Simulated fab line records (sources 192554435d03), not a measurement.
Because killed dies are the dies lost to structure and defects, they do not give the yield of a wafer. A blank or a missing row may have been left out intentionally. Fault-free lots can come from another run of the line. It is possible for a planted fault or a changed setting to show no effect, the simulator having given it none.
Which tool is to blame?	flow n5 finfet	10 lots, 30 wafers sampled, at 1 step of a route of 1938

== WHAT THE GAUGES SHOWED, per wafer ==
N5_BEOL_M15_RS_MEAS_54: the measuring method here is four-point-probe.
lot	measured	on	M15_RS (ohm/sq)
L989	day 13 09:47	film metro-02	0.0220 0.0216 0.0222
L993	day 14 11:52	film metro-01	0.0216 0.0212 0.0212
L996	day 15 21:44	film metro-02	0.0215 0.0217 0.0224
L100	day 16 03:26	film metro-01	0.0212 0.0218 0.0216
L102	day 17 08:40	film metro-02	0.0218 0.0224 0.0225
L107	day 17 19:44	film metro-02	0.0224 0.0220 0.0224
L106	day 18 05:00	film metro-02	0.0230 0.0223 0.0223
L108	day 18 15:14	film metro-01	0.0222 0.0221 0.0229
L109	day 18 21:21	film metro-02	0.0218 0.0219 0.0207
L111	day 19 04:00	film metro-02	0.0217 0.0218 0.0218

== WHICH TOOL RAN EACH LOT (tool, then ch and the chambers of the sampled wafers, then the start) ==
The record holds no process step before these readings.

== THE ANSWER, worked out from the rows above alone ==
Rule: the usual values come from the lots themselves. Put in order of their means at a reading, lots are off if they are a third of the lots or fewer, leave a main group of 4 or more, and stand apart from it by a gap of 3 or more times the standard deviation of the main group's means; of several such gaps the widest counts. If all means in a main group match to the digits the tables above print for the reading, that group is not used. Also off: a lot with no number at a reading for which 4 or more lots have one. The other lots that the step has rows for count as sound.
No lot is off on any of the readings shown, so nothing can be concluded from this.

== WHAT THE SIMULATOR PUT IN ==
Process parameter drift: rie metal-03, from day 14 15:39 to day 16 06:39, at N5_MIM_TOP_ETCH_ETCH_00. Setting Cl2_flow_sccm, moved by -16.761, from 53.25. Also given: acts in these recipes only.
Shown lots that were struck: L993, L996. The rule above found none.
